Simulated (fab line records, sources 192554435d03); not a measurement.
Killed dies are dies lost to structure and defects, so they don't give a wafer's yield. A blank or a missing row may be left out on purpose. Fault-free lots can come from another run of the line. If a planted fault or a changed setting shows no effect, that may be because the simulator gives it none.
Problem report in the 8D (eight disciplines) form, filled by code + flow n5-finfet + the parts of the form that need people (team, actions taken, sign-off) are left out

1. THE ISSUE
killed-at-front-end at N5_PASSIVATION_PROBE_49 reads a mean of 185 on 2 wafers of 2 lots; wafers without a fault read 41 with a standard deviation of 11. Measured from the usual mean, that is +13 standard deviations.
Earliest sighting: wafer L897.2 on prober-01 at day 17 14:05. The record has a number at this step for 7 wafers belonging to 3 lots. The rule behind "out" and "out of limits": a value lying over 4 standard deviations away from the usual mean. The rest of the wafers with a number are treated as sound.

2. WHAT IT IS, WHAT IT ISN'T
| question                    | is                                                                                                       | is not                                                                                                                                     |
|-----------------------------|----------------------------------------------------------------------------------------------------------|--------------------------------------------------------------------------------------------------------------------------------------------|
| which readings at this step | killed-at-front-end, defect-limited-yield, killed-dies, sort_bin_5_function, sort-n-pass, sort-yield-pct | killed_at_M0_to_M3, killed_at_M4_up, killed-at-contacts, killed-at-other, killed-open, killed-short, sort_bin_4_leakage, sort_bin_6_memory |
| which lots                  | L897, L899                                                                                               | L895                                                                                                                                       |
| which wafers of those lots  | L897.2, L899.5                                                                                           | L897.1, L897.5, L899.3, L899.4                                                                                                             |
| read on which tools         | prober-01, prober-02                                                                                     | -                                                                                                                                          |
| when                        | from day 17 14:05                                                                                        | up to then (2 sound wafers); but 3 sound wafers of L897, L899 came after                                                                   |

3. SUSPECTS, AND WHAT RULES EACH OUT
Counting: a tool at a process step up to the reading stays a suspect if it ran every lot that is out. Sound lots after the first of them don't rule it out here, since some wafers of a struck lot are sound.
- rie-diel-03 at N5_HKMG_FIN_ETCH_31 (etches SiARC in CF4, target depth 45.5 nm, time 75.8 s): kept. Ran every lot that is out, first one L897 (day 8 16:17); last sound lot up to then L895 (day 8 05:35).
- Within rie-diel-03 at N5_HKMG_FIN_ETCH_31: the wafers that are out ran in chamber 1; their sound lot-mates ran in chambers 0, 3.
Left after counting: rie-diel-03 at N5_HKMG_FIN_ETCH_31.

4. THE CAUSE (what the simulator had put in)
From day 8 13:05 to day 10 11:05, rie-diel-03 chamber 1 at N5_HKMG_FIN_ETCH_31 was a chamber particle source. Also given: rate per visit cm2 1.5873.
The count eliminated every tool but this one.

5. SEQUENCE OF EFFECTS, ordered by route
Each row: a reading whose mean over the struck wafers that have a number lies more than 3 standard deviations from the usual. Only readings for which the record gives a usual standard deviation are gone through. hours: the time from each lot's start at the first step in this table that gives one to its start at this step, as a median over the lots. sigmas: the change in usual standard deviations.
| hours | step                    | reading              | usual  | on struck wafers | change | sigmas |
|-------|-------------------------|----------------------|--------|------------------|--------|--------|
| 0     | N5_PASSIVATION_PROBE_49 | defect-limited-yield | 91.0 % | 78.8             | -12.2  | -8.7   |
| 0     | N5_PASSIVATION_PROBE_49 | killed-at-front-end  | 41     | 185              | +144   | +13    |
| 0     | N5_PASSIVATION_PROBE_49 | killed-dies          | 106    | 250              | +144   | +9.0   |
| 0     | N5_PASSIVATION_PROBE_49 | sort_bin_5_function  | 5.3 %  | 13.1             | +7.8   | +8.8   |
| 0     | N5_PASSIVATION_PROBE_49 | sort-n-pass          | 1070   | 930              | -140   | -5.0   |
| 0     | N5_PASSIVATION_PROBE_49 | sort-yield-pct       | 90.7 % | 78.8             | -11.9  | -5.0   |
It contains these process steps:
- N5_PASSIVATION_PROBE_49

6. WHAT WOULD HAVE CAUGHT IT SOONER
The fault began at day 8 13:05; the first out-of-limits reading in this record came at day 17 14:05, 217 hours later.
Tool readings at N5_HKMG_FIN_ETCH_31 with a usual standard deviation given in the record: none out on any struck wafer, hence no alarm at a limit of 4 standard deviations on them.
All the lots that are out (2) had begun N5_HKMG_FIN_ETCH_31 on rie-diel-03 by day 17 14:05. Tool hold at that time: it would have spared none of them.
